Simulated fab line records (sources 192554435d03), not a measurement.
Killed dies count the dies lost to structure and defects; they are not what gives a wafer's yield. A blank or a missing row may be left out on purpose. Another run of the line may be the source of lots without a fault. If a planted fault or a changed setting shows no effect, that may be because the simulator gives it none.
Comparing a struck lot with a sound one / flow n5_finfet / 16 steps out of a route of 1938
Sound: these wafers, L332.1, L332.2, L332.4. Struck: wafer L342.5 (L342.1, L342.2, from the same lot, were not struck and are left out); the cause is given at the end.
At each step with rows: each side's tool, then ch and its chambers, then its first start. Under that, the readings that differ: sound wafers / struck wafers / difference of the means / sigmas: that difference in standard deviations of wafers without a fault.
alike: readings whose means differ by less than 2 such deviations, and words and numbers that are the same on both sides. not compared: withheld readings, readings that some wafer has no value for, bounds like >300 that may hide the same value, and numbers for which the record gives no deviation and whose values overlap.
Wherever a step has rows on one side only, a row that says differs or no value, or a row with sigmas, the two part there. When numbers do not overlap yet have no deviation, they are printed without sigmas and do not part them. Lack of a reading on every wafer of one side parts them only where that side has two or more wafers.

first, 9 steps without rows for these wafers: N5_BEOL_M8_COAT_63 (time 60 s, resist thk 60 nm); N5_BEOL_M8_COAT_64 (time 60 s, resist thk 12 nm); N5_BEOL_M8_COAT_71 (time 60 s, resist thk 5 nm); N5_BEOL_M8_COAT_22 (resist thk 30 nm); N5_BEOL_M8_EBR_24; N5_BEOL_M8_SOFTBAKE_23 (time 60 s); N5_BEOL_M8_EXPOSE_25 (exposes mask V7, target cd 40 nm); N5_BEOL_M8_PEB_26 (peb time 60 s); N5_BEOL_M8_DEVELOP_27 (develop time 30 s).
N5_BEOL_M8_CD_MEAS_28 targets a cd of 40 nm.
  sound on cd_sem-01 ch 0, day 9 14:54; struck on cd_sem-01 ch 0, day 13 10:55
  alike: cd_nm
N5_BEOL_M8_OVL_MEAS_29:
  sound on overlay-01 ch 0, day 9 14:56; struck on overlay-02 ch 0, day 13 10:56
  alike: V7_OVL
N5_BEOL_M8_INSPECT_30: inspects for defects (brightfield).
  struck on defect_inspect-02, day 13 11:00; sound on defect_inspect-02, day 9 14:59
  alike: raw_defect_count
N5_BEOL_M8_DESCUM_33: chemistry O2, time 7 s.
  sound on rie_diel-06 ch 0,2,3, day 9 15:03; struck on rie_diel-01 ch 1, day 13 11:02
reading=model.CAR-EUV_of_BEOL_M8_COAT_22.thk_nm (nm); sound=26.2 26.2 26; struck=27.2; difference=+1.1; sigmas=
  alike: drypump_motor_current_A, oes_product_au, rf_vpp_V, showerhead_plenum_p_Torr, temp_c, throttle_valve_pct
  not compared: rf_hours_counter_h
N5_BEOL_M8_ETCH_72: etches underlayer in N2/H2, target depth 6.5 nm, time 5.2 s.
  sound on rie_diel-06 ch 0,2,3, day 9 15:05; struck on rie_diel-01 ch 1, day 13 11:04
  alike: drypump_motor_current_A, etch_rf_on_time_s, oes_product_au, rf_vpp_V, showerhead_plenum_p_Torr, throttle_valve_pct
  not compared: rf_hours_counter_h
N5_BEOL_M8_ETCH_65: etches SiARC in CF4, target depth 15.6 nm, time 26 s.
  sound on rie_diel-06 ch 0,2,3, day 9 15:06; struck on rie_diel-01 ch 1, day 13 11:05
reading=rf_vpp_V (V); sound=181.9 183.3 184.4; struck=185.7; difference=+2.5; sigmas=+2
reading=model.CAR-EUV_of_BEOL_M8_COAT_22.thk_nm (nm); sound=11.2 11.2 11.2; struck=12.2; difference=+1.0; sigmas=
  alike: drypump_motor_current_A, etch_rf_on_time_s, oes_product_au, showerhead_plenum_p_Torr, throttle_valve_pct
  not compared: rf_hours_counter_h
N5_BEOL_M8_ETCH_66: etches SOC in N2/H2, target depth 80 nm, overetch 16 nm, time 120 s.
  sound on rie_diel-06 ch 0,2,3, day 9 15:08; struck on rie_diel-01 ch 1, day 13 11:07
  alike: drypump_motor_current_A, oes_product_au, rf_vpp_V, showerhead_plenum_p_Torr, temp_c, throttle_valve_pct
  not compared: rf_hours_counter_h

## WHERE THEY PART
Only at N5_BEOL_M8_ETCH_65, as far as this record shows. Later steps at which nothing parts them and some readings are alike: N5_BEOL_M8_ETCH_66.

WHY: whatever the simulator had introduced
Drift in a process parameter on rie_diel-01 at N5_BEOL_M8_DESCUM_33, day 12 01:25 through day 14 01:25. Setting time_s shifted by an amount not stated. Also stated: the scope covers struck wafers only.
